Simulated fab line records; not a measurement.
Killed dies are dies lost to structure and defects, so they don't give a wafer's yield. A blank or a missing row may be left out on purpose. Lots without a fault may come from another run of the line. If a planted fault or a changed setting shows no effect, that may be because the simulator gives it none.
A struck lot beside a sound one :: flow nand-harc :: 11 steps out of a route of 1302
Sound: wafers L455.1, L455.2, L455.4. The struck wafers were L461.4, L461.5, L461.6. At the end, the cause is stated.
Per side, at each step with rows, come the tool, then ch with its chambers, and then its first start. Under that, the readings that differ: sound wafers :: struck wafers :: difference of the means :: sigmas: that difference in standard deviations of wafers without a fault.
alike: a reading whose means differ by less than 2 such deviations, as well as words and numbers matching on both sides. not compared: withheld readings; readings where some wafer has no value; bounds like >300 that might hide an equal value; numbers whose values overlap and for which the record gives no deviation.
A row with sigmas, a row that says differs or no value, or rows on one side alone: a step with any of these is where the two part. Non-overlapping numbers with no deviation appear without sigmas and do not part them. Lack of a reading on every wafer of one side parts them only where that side has two or more wafers.

NHARC_P_START_INSPECT_01:
  sound on defect-inspect-01 at day 3 22:02; struck on defect-inspect-02 at day 6 10:02
  alike: raw-defect-count
then, 7 steps without rows for these wafers: NHARC_P_ZERO_WELL_PRECLEAN_00 (cleans in SPM, time 600 s); NHARC_P_ZERO_WELL_SRD_01; NHARC_P_ZERO_WELL_PECVD_02 (deposits SiO2, target thk 10 nm); NHARC_P_ZERO_WELL_DEHYDRATE_03 (time 120 s); NHARC_P_ZERO_WELL_HMDS_04 (time 30 s); NHARC_P_ZERO_WELL_COAT_64 (time 65 s); NHARC_P_ZERO_WELL_COAT_05 (resist thk 600 nm).
NHARC_P_ZERO_WELL_SOFTBAKE_06: time 70 s.
  sound on litho-track-07 ch 0, day 3 22:00; struck on litho-track-02 ch 0, day 6 10:00
reading: heater-power-total-W (W)
sound: 202.0 199.9 199.8
struck: 194.0 195.2 193.7
difference: -6.3
sigmas: -4
  alike: chill-plate-temp-C
then, 2 steps without rows for these wafers: NHARC_P_ZERO_WELL_EBR_07; NHARC_END_SORT_01.

## WHERE THEY PART
Only at NHARC_P_ZERO_WELL_SOFTBAKE_06, as far as this record shows.

WHY: what the simulator had put in
Drift in process parameters on litho-track-02 at NHARC_P_ZERO_WELL_SOFTBAKE_06, starting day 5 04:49. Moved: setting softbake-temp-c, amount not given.
